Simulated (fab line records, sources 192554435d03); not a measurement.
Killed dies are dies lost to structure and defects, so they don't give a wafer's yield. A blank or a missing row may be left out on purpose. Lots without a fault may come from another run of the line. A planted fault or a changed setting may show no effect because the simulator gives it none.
Which tool did it? | flow n5_finfet | 10 lots, 30 wafers sampled, at 5 steps of a route of 1938

WHAT THE GAUGES READ, wafer by wafer
N5_SPACER0_INSPECT_04: inspects for defects (darkfield). Usual: raw_defect_count 134, standard deviation 30.
lot  | measured    | on                | raw_defect_count | flag
L249 | day 3 12:52 | defect_inspect-01 | 131 139 152      |
L250 | day 3 21:41 | defect_inspect-02 | 143 163 134      |
L253 | day 4 12:58 | defect_inspect-01 | 115 126 132      |
L257 | day 5 13:30 | defect_inspect-02 | 143 145 201      |
L260 | day 6 07:54 | defect_inspect-02 | 125 100 132      |
L262 | day 7 01:12 | defect_inspect-02 | 154 102 80       |
L264 | day 7 10:13 | defect_inspect-02 | 125 159 114      |
L267 | day 8 00:58 | defect_inspect-01 | 159 188 85       |
L268 | day 8 07:20 | defect_inspect-02 | 199 202 163      |
L270 | day 8 17:59 | defect_inspect-02 | 116 126 129      |

N5_BEOL_M4_RC_MEAS_101. Usual: DIBL_N 36.0 mV/V, standard deviation 1.7; DIBL_P 36.0 mV/V, standard deviation 2; IOFF_N 0.156 nA/um, standard deviation 0.028; IOFF_P 0.21 nA/um, standard deviation 0.04; ION_N 673 uA/um, standard deviation 12; ION_P 463 uA/um, standard deviation 8.3; SS_N 71.4 mV/dec, standard deviation 0.6; SS_P 73.3 mV/dec, standard deviation 0.66; VT_N 250 mV, standard deviation 3; VT_P -250 mV, standard deviation 3.8.
lot  | measured     | on        | DIBL_N (mV/V)  | DIBL_P (mV/V)  | IOFF_N (nA/um)    | IOFF_P (nA/um) | ION_N (uA/um) | ION_P (uA/um) | SS_N (mV/dec)  | SS_P (mV/dec)  | VT_N (mV)   | VT_P (mV)      | flag
L249 | day 8 01:18  | prober-02 | 35.8 38.5 35.0 | 35.5 39.1 35.3 | 0.155 0.207 0.146 | 0.16 0.22 0.17 | 674 680 668   | 460 454 454   | 72.5 72.3 70.5 | 73.2 74.7 73.0 | 250 248 248 | -257 -251 -256 |
L250 | day 8 11:33  | prober-02 | 36.9 36.9 34.7 | 36.3 35.9 34.3 | 0.167 0.153 0.123 | 0.18 0.18 0.16 | 677 660 672   | 461 448 457   | 71.3 71.9 70.7 | 73.6 73.7 72.6 | 250 255 254 | -254 -255 -254 |
L253 | day 9 11:20  | prober-02 | 39.3 36.9 38.1 | 39.6 36.2 36.6 | 0.205 0.154 0.160 | 0.27 0.21 0.21 | 676 662 662   | 471 456 455   | 72.0 71.2 71.5 | 75.0 74.1 74.0 | 248 254 254 | -247 -253 -254 |
L257 | day 10 11:10 | prober-02 | 32.3 34.6 34.7 | 32.4 35.4 35.3 | 0.112 0.156 0.142 | 0.19 0.23 0.22 | 658 682 660   | 462 467 459   | 70.2 71.0 71.6 | 72.7 73.5 73.2 | 254 250 252 | -249 -247 -247 |
L260 | day 11 03:14 | prober-01 | 36.4 34.0 35.7 | 37.6 35.2 37.5 | 0.171 0.133 0.155 | 0.28 0.25 0.28 | 694 680 688   | 480 485 480   | 71.3 70.9 71.4 | 73.8 73.3 74.7 | 248 249 248 | -240 -243 -244 |
L262 | day 11 14:01 | prober-02 | 38.0 36.2 33.9 | 39.2 36.7 34.5 | 0.202 0.174 0.133 | 0.22 0.19 0.16 | 691 681 667   | 464 458 457   | 72.0 71.3 70.4 | 74.4 73.9 73.4 | 245 248 251 | -251 -252 -256 |
L264 | day 12 10:09 | prober-02 | 38.8 37.1 37.9 | 38.5 36.2 36.2 | 0.179 0.156 0.163 | 0.24 0.22 0.22 | 675 687 672   | 463 470 460   | 71.9 71.3 71.2 | 73.6 72.2 72.9 | 249 248 251 | -250 -248 -249 |
L267 | day 13 12:47 | prober-01 | 38.1 37.2 38.8 | 38.5 36.4 38.3 | 0.208 0.179 0.202 | 0.24 0.20 0.25 | 692 673 686   | 468 455 466   | 71.7 71.9 72.1 | 73.9 73.5 74.6 | 247 249 246 | -249 -254 -250 |
L268 | day 13 08:37 | prober-02 | 34.3 34.2 34.4 | 34.3 33.8 34.6 | 0.137 0.136 0.143 | 0.20 0.19 0.21 | 671 672 675   | 463 468 472   | 71.6 70.3 70.9 | 73.4 72.6 73.2 | 252 250 249 | -247 -249 -245 |
L270 | day 14 00:35 | prober-02 | 36.8 36.1 36.3 | 37.8 37.0 36.7 | 0.184 0.167 0.166 | 0.23 0.21 0.21 | 694 684 680   | 471 464 459   | 71.0 71.1 71.8 | 73.2 72.9 73.4 | 246 248 247 | -249 -251 -253 |

WHICH TOOL RAN EACH LOT (tool, then ch and the chambers of the sampled wafers, then the start)
lot  | N5_SD_EPI_N_ETCH_16               | N5_SD_EPI_N_LINER_46             | N5_SD_EPI_P_COAT_34
L249 | rie_diel-03 ch 0,2,3, day 3 14:07 | ald_sin-01 ch 0,3, day 3 18:52   | litho_track-05 ch 0, day 3 19:08
L250 | rie_diel-06 ch 0,2,3, day 3 22:41 | ald_sin-01 ch 0,2,3, day 4 02:58 | litho_track-02 ch 0, day 4 03:14
L253 | rie_diel-06 ch 0,1,3, day 4 14:04 | ald_sin-02 ch 1,2,3, day 4 17:19 | litho_track-02 ch 0, day 4 17:36
L257 | rie_diel-03 ch 0,1,3, day 5 14:36 | ald_sin-02 ch 0,2,3, day 5 17:59 | litho_track-02 ch 0, day 5 18:17
L260 | rie_diel-01 ch 0,1, day 6 08:53   | ald_sin-01 ch 0,2, day 6 12:06   | litho_track-02 ch 0, day 6 12:23
L262 | rie_diel-06 ch 0,2,3, day 7 02:24 | ald_sin-02 ch 0,1,2, day 7 05:35 | litho_track-05 ch 0, day 7 05:52
L264 | rie_diel-01 ch 0,1,2, day 7 11:12 | ald_sin-01 ch 1,2,3, day 7 14:17 | litho_track-05 ch 0, day 7 14:34
L267 | rie_diel-01 ch 1,2, day 8 02:14   | ald_sin-02 ch 0,1, day 8 05:19   | litho_track-03 ch 0, day 8 05:36
L268 | rie_diel-03 ch 1,2,3, day 8 08:26 | ald_sin-04 ch 0,1,3, day 8 11:46 | litho_track-05 ch 0, day 8 12:02
L270 | rie_diel-06 ch 0,1, day 8 19:06   | ald_sin-01 ch 0,1,2, day 8 22:40 | litho_track-03 ch 0, day 8 22:58
- N5_SD_EPI_N_ETCH_16: etches SiO2 in CHF3/O2, target depth 5 nm.
- N5_SD_EPI_N_LINER_46: material SiNx, target thk 3 nm.
- N5_SD_EPI_P_COAT_34: time 60 s, resist thk 350 nm.

WHAT THE TOOLS THEMSELVES READ (means of the sampled wafers that have a number; where no wafer has one, the mark that the record gives instead)
N5_SD_EPI_N_ETCH_16. Usual: CHF3_flow_sccm 50.00 sccm, standard deviation 0.13; drypump_motor_current_A 5.7 A, standard deviation 0.43; oes_product_au 0.79 a.u., standard deviation 0.091; rf_vpp_V 522 V, standard deviation 8.7; showerhead_plenum_p_Torr 2.45 Torr, standard deviation 0.065; throttle_valve_pct 18.99 %, standard deviation 0.23.
lot  | tool        | CHF3_flow_sccm (sccm) | drypump_motor_current_A (A) | oes_product_au (a.u.) | rf_vpp_V (V) | showerhead_plenum_p_Torr (Torr) | throttle_valve_pct (%) | flag
L249 | rie_diel-03 | 49.97                 | 5.7                         | 0.70                  | 521          | 2.44                            | 19.12                  |
L250 | rie_diel-06 | 50.11                 | 5.5                         | 0.77                  | 527          | 2.48                            | 19.08                  |
L253 | rie_diel-06 | 49.87                 | 5.6                         | 0.86                  | 526          | 2.51                            | 18.91                  |
L257 | rie_diel-03 | 50.09                 | 5.9                         | 0.77                  | 520          | 2.40                            | 19.03                  |
L260 | rie_diel-01 | 49.99                 | 6.5                         | 0.81                  | 523          | 2.46                            | 18.72                  |
L262 | rie_diel-06 | 49.97                 | 5.5                         | 0.75                  | 526          | 2.47                            | 19.11                  |
L264 | rie_diel-01 | 50.08                 | 6.1                         | 0.75                  | 516          | 2.43                            | 18.93                  |
L267 | rie_diel-01 | 49.95                 | 5.7                         | 0.76                  | 513          | 2.40                            | 18.94                  |
L268 | rie_diel-03 | 50.12                 | 5.7                         | 0.91                  | 516          | 2.40                            | 18.78                  |
L270 | rie_diel-06 | 50.01                 | 5.5                         | 0.82                  | 533          | 2.54                            | 18.90                  |

N5_SD_EPI_N_LINER_46. Usual: heater_power_w 841 W, standard deviation 100.
lot  | tool       | heater_power_w (W) | flag
L249 | ald_sin-01 | 878                |
L250 | ald_sin-01 | 882                |
L253 | ald_sin-02 | 859                |
L257 | ald_sin-02 | 824                |
L260 | ald_sin-01 | 882                |
L262 | ald_sin-02 | 911                |
L264 | ald_sin-01 | 851                |
L267 | ald_sin-02 | 934                |
L268 | ald_sin-04 | 836                |
L270 | ald_sin-01 | 789                |

N5_SD_EPI_P_COAT_34. Usual: spin_speed_rpm 1499.8 rpm, standard deviation 0.93.
lot  | tool           | spin_speed_rpm (rpm) | flag
L249 | litho_track-05 | 1499.2               |
L250 | litho_track-02 | 1499.4               |
L253 | litho_track-02 | 1499.8               |
L257 | litho_track-02 | 1572.2               | OFF
L260 | litho_track-02 | 1572.0               | OFF
L262 | litho_track-05 | 1499.3               |
L264 | litho_track-05 | 1500.1               |
L267 | litho_track-03 | 1500.3               |
L268 | litho_track-05 | 1499.3               |
L270 | litho_track-03 | 1500.2               |

THE ANSWER, worked out from the rows above alone
Rule: a lot is off if the mean of its wafers that have a number lies more than 3 standard deviations from the usual mean. A lot without any number at a reading at which 4 lots or more have one is off too. The other lots that the step has rows for count as sound. The gauges are gone through in route order, then the tools' own readings, and for those a lot's mean is taken as printed above. The first step at which some lot is off is used, and at that step the reading that is off furthest; a lot without a number counts as furthest.
Off: L257, L260, at N5_SD_EPI_P_COAT_34 (spin_speed_rpm).
A tool fits if, at that step or a process step before it, it ran every lot that is off, and no sound lot after the first of them. One fits: litho_track-02 at N5_SD_EPI_P_COAT_34. Its last sound lot is L253 (day 4 17:36), its first lot that is off L257 (day 5 18:17): a fault that began between those two fits.
The tool's own readings at N5_SD_EPI_P_COAT_34 bear it out: on the lots that are off they differ by more than 5 times the standard deviation of the sound lots' means. spin_speed_rpm reads 1572.1 rpm there against 1499.7 rpm on the sound lots.

WHAT THE SIMULATOR HAD PUT IN
Process parameter drift: litho_track-02, from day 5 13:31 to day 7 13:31, at N5_SD_EPI_P_COAT_34. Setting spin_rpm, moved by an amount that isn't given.
Lots struck among those shown: L257, L260. The rule above found the same.
